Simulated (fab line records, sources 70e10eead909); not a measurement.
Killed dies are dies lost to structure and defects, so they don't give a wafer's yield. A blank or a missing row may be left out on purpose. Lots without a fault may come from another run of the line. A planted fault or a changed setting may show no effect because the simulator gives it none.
One fault seen from 2 desks | flow nand_harc | each desk has only its own numbers; what lay behind them comes last

THE METROLOGY DESK
What the gauges read, lot by lot, whatever tool the lot ran on: means of the sampled wafers that have a number. A lot is out of limits, marked OUT, if its mean lies more than 4 standard deviations from the usual mean; the brackets give that distance.
Columns: A = overlay_x_nm at NHARC_A_M0_OVL_MEAS_10, usual 0.0 nm; B = overlay_y_nm at NHARC_A_M0_OVL_MEAS_10, usual -0.1 nm
lot  | first seen here | A    | B
L461 | day 17 01:17    | 0.4  | -1.5
L465 | day 18 05:13    | -0.3 | -0.4
L466 | day 18 09:40    | 0.7  | -1.8
L470 | day 19 23:06    | -0.8 | 0.7
L474 | day 20 05:39    | 0.0  | 0.8
L473 | day 20 15:17    | -0.4 | 1.2
L475 | day 21 07:15    | -1.0 | -0.1
L476 | day 21 21:34    | 0.4  | 1.9
L480 | day 22 03:14    | -1.2 | -0.7
L479 | day 22 05:21    | -0.4 | -0.0
L483 | day 23 01:09    | -0.1 | -1.0
L484 | day 23 03:04    | 0.6  | -1.0
This desk's finding: nothing out of limits on any of the 12 lots.

THE TOOL OWNER'S DESK: pvd_sputter-01
The tool's own readings at NHARC_A_M0_PVD_21 (deposits Cu, target thk 30 nm, time 20.49 s): means of the sampled wafers that have a number, for each lot that ran on this tool. A lot is out of limits, marked OUT, if its mean lies more than 4 standard deviations from the usual mean; the brackets give that distance.
Columns: A = cathode_dc_power_W at NHARC_A_M0_PVD_21, usual 4999.9 W; B = chamber_pressure_pa at NHARC_A_M0_PVD_21, usual 5.000 Pa; C = throttle_valve_pct at NHARC_A_M0_PVD_21, usual 29.8 %
lot  | first seen here | A      | B     | C
L461 | day 17 02:31    | 5000.2 | 5.001 | 29.2
L465 | day 18 06:34    | 5000.3 | 5.007 | 29.6
L474 | day 20 06:58    | 4999.4 | 4.993 | 29.4
L475 | day 21 08:36    | 4999.2 | 5.005 | 29.5
This desk's finding: nothing out of limits on any of the 4 lots.

PUT TOGETHER
The metrology desk saw nothing out of limits.
The tool owner's desk saw nothing out of limits.

WHAT THE SIMULATOR HAD PUT IN
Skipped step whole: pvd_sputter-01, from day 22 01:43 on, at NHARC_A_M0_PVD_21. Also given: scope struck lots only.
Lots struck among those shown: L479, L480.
